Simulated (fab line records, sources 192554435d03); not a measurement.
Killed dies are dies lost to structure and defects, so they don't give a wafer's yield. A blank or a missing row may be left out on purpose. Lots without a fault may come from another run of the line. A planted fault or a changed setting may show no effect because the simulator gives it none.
Split-lot experiment | flow n5_finfet | 7 lots, 21 wafers read, on a route of 1938 steps

THE SPLIT
At N5_BEOL_M8_ETCH_62 (etches SOC in N2/H2, target depth 110 nm, overetch 22 nm, time 165 s), the setting source_w was moved away from the recipe's 840 W on 6 of the 21 wafers read, by -16.5% to +14.6%. The other wafers ran this setting at the recipe's value.

The reading is taken at the split's own step.

THE READING
rf_vpp_V, in V, at N5_BEOL_M8_ETCH_62 (etches SOC in N2/H2, target depth 110 nm, overetch 22 nm, time 165 s). Fault-free wafers of this fab line usually give 522.5 V, standard deviation 2 V.

wafer  | tool, chamber at the split | source_w as run, W | against the recipe | rf_vpp_V, V | against lot-mates on the recipe
L077.3 | rie_diel-05, 2             | 709.8              | -15.5%             | 553.5       | +31.9
L077.4 | rie_diel-05, 1             | 840                | recipe             | 521.6       | -
L077.5 | rie_diel-05, 3             | 709.8              | -15.5%             | 553.0       | +31.4
L079.3 | rie_diel-05, 2             | 840                | recipe             | 526.5       | -
L079.5 | rie_diel-05, 2             | 840                | recipe             | 526.6       | -
L079.6 | rie_diel-05, 3             | 840                | recipe             | 522.9       | -
L082.4 | rie_diel-06, 2             | 840                | recipe             | 522.0       | -
L082.5 | rie_diel-06, 0             | 840                | recipe             | 522.2       | -
L082.6 | rie_diel-06, 3             | 840                | recipe             | 520.6       | -
L091.3 | rie_diel-06, 3             | 840                | recipe             | 519.7       | -
L091.4 | rie_diel-06, 1             | 840                | recipe             | 523.1       | -
L091.5 | rie_diel-06, 2             | 962.7              | +14.6%             | 497.4       | -24.0
L093.1 | rie_diel-05, 3             | 840                | recipe             | 521.2       | -
L093.2 | rie_diel-05, 1             | 701                | -16.5%             | 555.0       | +31.2
L093.4 | rie_diel-05, 2             | 840                | recipe             | 526.4       | -
L095.2 | rie_diel-05, 1             | 840                | recipe             | 522.9       | -
L095.5 | rie_diel-05, 1             | 840                | recipe             | 521.7       | -
L095.6 | rie_diel-05, 0             | 840                | recipe             | 521.4       | -
L094.2 | rie_diel-02, 0             | 961.6              | +14.5%             | 504.0       | -22.4
L094.4 | rie_diel-02, 1             | 961.6              | +14.5%             | 496.1       | -30.3
L094.6 | rie_diel-02, 2             | 840                | recipe             | 526.4       | -

THE FIT
A straight line over all 21 wafers: rf_vpp_V changes by -1.8 V for each +1% of source_w; r = -0.99; the points scatter about the line by 2.7 V.
The same after taking each lot's own level away (the mean of its wafers on the recipe; 21 wafers): -1.88 V for each +1%; r = -0.99; scatter 2.1 V.
On that fit, the largest move of source_w shifts the reading by 31 V.
The lots' own levels span 521.40 to 526.40 V, that is 2.5 times the standard deviation above.
So the lot-to-lot level changes the slope little: the two slopes agree.
Check: with one of the wafers moved furthest among these (-16.5%) left out of the fit, the line predicts +31.8 V for it against its lot-mates. It came out at +31.2 V against them.
Tool readings at the split's step, against how far the setting was moved: rf_vpp_V r = -0.99.

OTHER SPLITS ON THESE WAFERS
These wafers also went through other splits before the reading. Each is held against what the fit with the lots' levels taken away leaves over:
other split on the same wafers | wafers away from the commonest value | r with rf_vpp_V (lot level and that fit taken away)
N5_BEOL_M7_EXPOSE_08 dose_mj   | 7                                    | +0.03
N5_BEOL_M7_DEP_56 time_s       | 7                                    | +0.09
N5_BEOL_M8_ILD_DEP_00 time_s   | 6                                    | -0.06

THE WHOLE CHAIN: every reading that the file lists as answering this split, in the file's order
step               | what it does                                                         | reading                                                                          | change (the file's fit)                | r (the file's)
N5_BEOL_M8_ETCH_62 | etches SOC in N2/H2, target depth 110 nm, overetch 22 nm, time 165 s | rf_vpp_V                                                                         | -1.85 V for each +1% of the setting    | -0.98
N5_BEOL_M8_ETCH_62 | etches SOC in N2/H2, target depth 110 nm, overetch 22 nm, time 165 s | SiARC_of_BEOL_M8_COAT_60.thk_nm (the simulator's own value, which no gauge read) | -0.0361 nm for each +1% of the setting | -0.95

THE FILE'S OWN FIT
rf_vpp_V changes by -1.85 V for each +1% of source_w, r = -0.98.
